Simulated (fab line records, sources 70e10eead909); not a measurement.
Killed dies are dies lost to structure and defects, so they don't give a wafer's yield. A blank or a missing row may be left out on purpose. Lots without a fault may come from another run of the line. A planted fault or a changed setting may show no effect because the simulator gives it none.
Which tool did it? | flow nand_harc | 13 lots, 39 wafers sampled, at 4 steps of a route of 1302

WHAT THE GAUGES READ, wafer by wafer
The record holds no reading of a measuring or inspecting step that can be judged against a usual standard deviation.

WHICH TOOL RAN EACH LOT (tool, then ch and the chambers of the sampled wafers, then the start)
lot  | NHARC_A_CONTACT_ETCH_130             | NHARC_A_CONTACT_ETCH_132             | NHARC_A_CONTACT_SOFTBAKE_03       | NHARC_A_CONTACT_DESCUM_13
L135 | har_cap_etch-01 ch 0,1, day 22 15:21 | har_cap_etch-01 ch 0,1, day 22 15:42 | litho_track-01 ch 0, day 22 21:00 | rie_diel-01 ch 0,1,2, day 22 22:05
L142 | har_cap_etch-02 ch 0, day 24 15:14   | har_cap_etch-02 ch 0, day 24 15:36   | litho_track-06 ch 0, day 24 20:00 | rie_diel-01 ch 1,2,3, day 24 21:11
L141 | har_cap_etch-03 ch 0, day 24 17:02   | har_cap_etch-03 ch 0, day 24 17:23   | litho_track-06 ch 0, day 24 22:00 | rie_diel-04 ch 1,2,3, day 24 22:45
L148 | har_cap_etch-01 ch 1, day 27 00:03   | har_cap_etch-01 ch 1, day 27 00:24   | litho_track-04 ch 0, day 27 04:00 | rie_diel-04 ch 0,1,3, day 27 05:10
L147 | har_cap_etch-03 ch 0,1, day 27 03:05 | har_cap_etch-03 ch 0,1, day 27 03:26 | litho_track-01 ch 0, day 27 07:00 | rie_diel-04 ch 0,2, day 27 08:13
L149 | har_cap_etch-02 ch 0,1, day 27 18:56 | har_cap_etch-02 ch 0,1, day 27 19:18 | litho_track-01 ch 0, day 28 01:00 | rie_diel-04 ch 0,1,3, day 28 02:07
L150 | har_cap_etch-01 ch 0,1, day 28 05:20 | har_cap_etch-01 ch 0,1, day 28 05:41 | litho_track-06 ch 0, day 28 09:00 | rie_diel-04 ch 2,3, day 28 10:31
L153 | har_cap_etch-01 ch 0, day 29 03:52   | har_cap_etch-01 ch 0, day 29 04:13   | litho_track-06 ch 0, day 29 10:00 | rie_diel-11 ch 0,1,2, day 29 10:38
L152 | har_cap_etch-02 ch 0,1, day 29 06:46 | har_cap_etch-02 ch 0,1, day 29 07:07 | litho_track-06 ch 0, day 29 13:00 | rie_diel-11 ch 2,3, day 29 13:39
L154 | har_cap_etch-02 ch 0,1, day 29 23:41 | har_cap_etch-02 ch 0,1, day 30 00:02 | litho_track-06 ch 0, day 30 05:00 | rie_diel-11 ch 0,1, day 30 06:32
L156 | har_cap_etch-01 ch 1, day 30 06:36   | har_cap_etch-01 ch 1, day 30 06:58   | litho_track-04 ch 0, day 30 11:00 | rie_diel-01 ch 0,1,2, day 30 12:18
L157 | har_cap_etch-01 ch 0,1, day 30 09:53 | har_cap_etch-01 ch 0,1, day 30 10:14 | litho_track-04 ch 0, day 30 15:00 | rie_diel-01 ch 1,2, day 30 16:16
L158 | har_cap_etch-03 ch 0,1, day 31 00:31 | har_cap_etch-03 ch 0,1, day 31 00:52 | litho_track-01 ch 0, day 31 04:00 | rie_diel-04 ch 0,2,3, day 31 05:37
- NHARC_A_CONTACT_ETCH_130: etches the open film in C4F8/O2/Ar, time 197 s, target depth 1918 nm.
- NHARC_A_CONTACT_ETCH_132: etches the open film in C4F8/O2/Ar, time 197 s, target depth 1924 nm.
- NHARC_A_CONTACT_SOFTBAKE_03: time 55 s.
- NHARC_A_CONTACT_DESCUM_13: chemistry O2, time 3 s.

WHAT THE TOOLS THEMSELVES READ (means of the sampled wafers that have a number; where no wafer has one, the mark that the record gives instead)
NHARC_A_CONTACT_SOFTBAKE_03.
lot  | tool           | chill_plate_temp_C (C) | heater_power_total_W (W) | resist_line_temp_C (C)
L135 | litho_track-01 | 23.09                  | 188.36                   | 23.12
L142 | litho_track-06 | 23.15                  | 190.79                   | 22.94
L141 | litho_track-06 | 23.11                  | 190.87                   | 23.01
L148 | litho_track-04 | 23.06                  | 188.34                   | 22.81
L147 | litho_track-01 | 22.89                  | 188.39                   | 22.89
L149 | litho_track-01 | 22.98                  | 188.58                   | 23.01
L150 | litho_track-06 | 22.95                  | 188.34                   | 23.03
L153 | litho_track-06 | 22.94                  | 188.55                   | 23.04
L152 | litho_track-06 | 22.96                  | 188.43                   | 22.92
L154 | litho_track-06 | 22.93                  | 188.41                   | 22.87
L156 | litho_track-04 | 23.03                  | 188.37                   | 22.88
L157 | litho_track-04 | 22.99                  | 188.45                   | 23.12
L158 | litho_track-01 | 23.08                  | 188.40                   | 23.04

NHARC_A_CONTACT_DESCUM_13.
lot  | tool        | drypump_motor_current_A (A) | oes_product_au (a.u.) | rf_vpp_V (V) | showerhead_plenum_p_Torr (Torr) | throttle_valve_pct (%)
L135 | rie_diel-01 | 5.9                         | 1.003                 | 57.9         | 2.02                            | 11.305
L142 | rie_diel-01 | 5.9                         | 1.005                 | 58.5         | 1.98                            | 11.309
L141 | rie_diel-04 | 5.7                         | 1.012                 | 58.3         | 1.92                            | 11.308
L148 | rie_diel-04 | 5.6                         | 1.009                 | 58.1         | 1.90                            | 11.311
L147 | rie_diel-04 | 5.9                         | 1.012                 | 58.2         | 2.01                            | 11.305
L149 | rie_diel-04 | 5.5                         | 1.000                 | 57.3         | 1.90                            | 11.314
L150 | rie_diel-04 | 5.5                         | 1.000                 | 58.3         | 1.91                            | 11.311
L153 | rie_diel-11 | 5.2                         | 1.003                 | 57.7         | 1.93                            | 11.304
L152 | rie_diel-11 | 5.6                         | 1.012                 | 57.7         | 1.86                            | 11.316
L154 | rie_diel-11 | 4.8                         | 1.006                 | 57.9         | 1.92                            | 11.309
L156 | rie_diel-01 | 5.9                         | 0.998                 | 57.7         | 2.00                            | 11.311
L157 | rie_diel-01 | 5.7                         | 0.994                 | 58.0         | 2.03                            | 11.312
L158 | rie_diel-04 | 5.6                         | 1.012                 | 57.1         | 1.94                            | 11.312

THE ANSWER, worked out from the rows above alone
Rule: what is usual is taken from the lots themselves. Put in order of their means at a reading, lots are off if they are a third of the lots or fewer, leave a main group of 4 or more, and stand apart from it by a gap of 3 or more times the standard deviation of the main group's means; of several such gaps the widest counts. A main group whose means are all the same, to the digits that the tables above print for the reading, isn't used. A lot without any number at a reading at which 4 lots or more have one is off too. The other lots that the step has rows for count as sound. The gauges are gone through in route order, then the tools' own readings, and for those a lot's mean is taken as printed above. The first step at which some lot is off is used, and at that step the reading that is off furthest; a lot without a number counts as furthest.
Off: L142, L141, at NHARC_A_CONTACT_SOFTBAKE_03 (heater_power_total_W). The main group: mean 188.42 W, standard deviation 0.076.
A tool fits if, at that step or a process step before it, it ran every lot that is off, and no sound lot after the first of them. None of those tried fits.

WHAT THE SIMULATOR HAD PUT IN
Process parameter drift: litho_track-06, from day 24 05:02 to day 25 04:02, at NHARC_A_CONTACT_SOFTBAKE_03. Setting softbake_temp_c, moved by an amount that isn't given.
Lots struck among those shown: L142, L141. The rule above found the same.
